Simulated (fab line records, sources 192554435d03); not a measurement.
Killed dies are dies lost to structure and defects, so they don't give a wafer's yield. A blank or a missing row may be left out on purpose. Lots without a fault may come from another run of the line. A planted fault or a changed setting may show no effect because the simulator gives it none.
Which tool did it? | flow n5_finfet | 12 lots, 36 wafers sampled, at 2 steps of a route of 1938

WHAT THE GAUGES READ, wafer by wafer
N5_STI_FIN_REVEAL_THK_MEAS_05.
lot  | measured    | on            | thk_nm (nm)
L075 | day 2 15:33 | film_metro-01 | 132.4 131.6 131.2
L077 | day 3 03:58 | film_metro-02 | 129.9 132.4 133.6
L079 | day 3 15:53 | film_metro-02 | 132.1 133.2 133.7
L081 | day 4 06:16 | film_metro-01 | 131.3 133.7 130.9
L083 | day 4 15:38 | film_metro-02 | 129.7 130.3 129.0
L085 | day 5 07:13 | film_metro-02 | 129.5 130.1 130.4
L087 | day 5 16:15 | film_metro-02 | 131.9 132.6 131.7
L089 | day 6 07:34 | film_metro-01 | 131.6 132.0 128.7
L091 | day 6 16:08 | film_metro-01 | 131.7 131.1 134.0
L093 | day 7 04:37 | film_metro-01 | 131.6 131.4 132.1
L095 | day 7 15:08 | film_metro-02 | 133.9 132.5 130.7
L097 | day 8 03:07 | film_metro-02 | 131.5 130.2 133.2

WHICH TOOL RAN EACH LOT (tool, then ch and the chambers of the sampled wafers, then the start)
lot  | N5_FIN_CUT_CUT_ETCH_15
L075 | rie_si-01 ch 0,1,3, day 2 09:50
L077 | rie_si-01 ch 0,2,3, day 2 22:14
L079 | rie_si-06 ch 0,1,3, day 3 09:28
L081 | rie_si-06 ch 1,3, day 3 23:56
L083 | rie_si-02 ch 2,3, day 4 09:49
L085 | rie_si-06 ch 0,3, day 5 01:23
L087 | rie_si-01 ch 0,1,2, day 5 10:32
L089 | rie_si-02 ch 0,2,3, day 6 01:48
L091 | rie_si-06 ch 0,1,3, day 6 09:48
L093 | rie_si-01 ch 0,1,3, day 6 21:55
L095 | rie_si-06 ch 0,2,3, day 7 09:26
L097 | rie_si-06 ch 0,3, day 7 21:20
- N5_FIN_CUT_CUT_ETCH_15: etches Si in HBr/Cl2/O2, target depth 100 nm, bt time 10 s, time 42.4 s.

THE ANSWER, worked out from the rows above alone
Rule: what is usual is taken from the lots themselves. Put in order of their means at a reading, lots are off if they are a third of the lots or fewer, leave a main group of 4 or more, and stand apart from it by a gap of 3 or more times the standard deviation of the main group's means; of several such gaps the widest counts. A main group whose means are all the same, to the digits that the tables above print for the reading, isn't used. A lot without any number at a reading at which 4 lots or more have one is off too. The other lots that the step has rows for count as sound.
No lot is off at any reading shown: from this, nothing can be told.

WHAT THE SIMULATOR HAD PUT IN
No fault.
